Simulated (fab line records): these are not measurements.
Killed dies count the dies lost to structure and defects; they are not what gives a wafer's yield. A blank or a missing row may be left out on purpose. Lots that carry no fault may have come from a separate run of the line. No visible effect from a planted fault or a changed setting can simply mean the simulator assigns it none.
Matching of chambers :: flow n5-finfet :: ald-metal-03 running N5_HKMG_FIN_ALD_79: 4 sister chambers
The step deposits TiN, target thk 1.5 nm, pulse time 1 s, purge time 3 s. 8 wafers are shown with their chamber, then 8 later ones without.

== EACH WAFER AND ITS CHAMBER ==
wafer: L089.4
chamber: 0
heater-power-w (W): 844
precursor-pulse-height-rel: 1.011

wafer: L089.6
chamber: 1
heater-power-w (W): 1028
precursor-pulse-height-rel: 0.998

wafer: L090.1
chamber: 2
heater-power-w (W): 674
precursor-pulse-height-rel: 0.992

wafer: L090.5
chamber: 3
heater-power-w (W): 949
precursor-pulse-height-rel: 0.995

wafer: L093.2
chamber: 0
heater-power-w (W): 869
precursor-pulse-height-rel: 1.011

wafer: L093.4
chamber: 3
heater-power-w (W): 954
precursor-pulse-height-rel: 0.986

wafer: L093.5
chamber: 1
heater-power-w (W): 1054
precursor-pulse-height-rel: 1.007

wafer: L094.1
chamber: 2
heater-power-w (W): 655
precursor-pulse-height-rel: 0.981

== WAFERS MISSING THEIR CHAMBER ==
wafer: L094.4
heater-power-w (W): 858
precursor-pulse-height-rel: 1.014

wafer: L094.6
heater-power-w (W): 930
precursor-pulse-height-rel: 0.971

wafer: L095.1
heater-power-w (W): 665
precursor-pulse-height-rel: 1.005

wafer: L095.3
heater-power-w (W): 857
precursor-pulse-height-rel: 1.013

wafer: L095.4
heater-power-w (W): 922
precursor-pulse-height-rel: 1.021

wafer: L096.1
heater-power-w (W): 942
precursor-pulse-height-rel: 1.017

wafer: L096.3
heater-power-w (W): 670
precursor-pulse-height-rel: 1.004

wafer: L096.4
heater-power-w (W): 1027
precursor-pulse-height-rel: 0.976

== WHICH CHAMBER EACH ONE RAN IN ==
wafer: L094.4
from the rows above: 0
in truth: 0

wafer: L094.6
from the rows above: 3
in truth: 3

wafer: L095.1
from the rows above: 2
in truth: 2

wafer: L095.3
from the rows above: 0
in truth: 0

wafer: L095.4
from the rows above: can't be placed: 0 or 3
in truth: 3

wafer: L096.1
from the rows above: can't be placed: 3 or 0
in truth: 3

wafer: L096.3
from the rows above: 2
in truth: 2

wafer: L096.4
from the rows above: can't be placed: 1 or 3
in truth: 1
5 of 8 placed correctly. Not placeable from these rows: 3 (in 3, the candidates include the true chamber). 0 placed wrongly.
How it was worked out, from the rows above alone: a wafer's distance from a chamber is the root of the sum, over the readings, of the square of ((its reading less the chamber's mean) divided by the reading's scatter). The wafer belongs to the nearest chamber; if the next one is less than 2 further off, it can't be placed. A chamber's mean is the mean of its shown wafers. The scatter: the root of (the sum of the squares of (reading less its chamber's mean) over the shown wafers, divided by (wafers less chambers)).
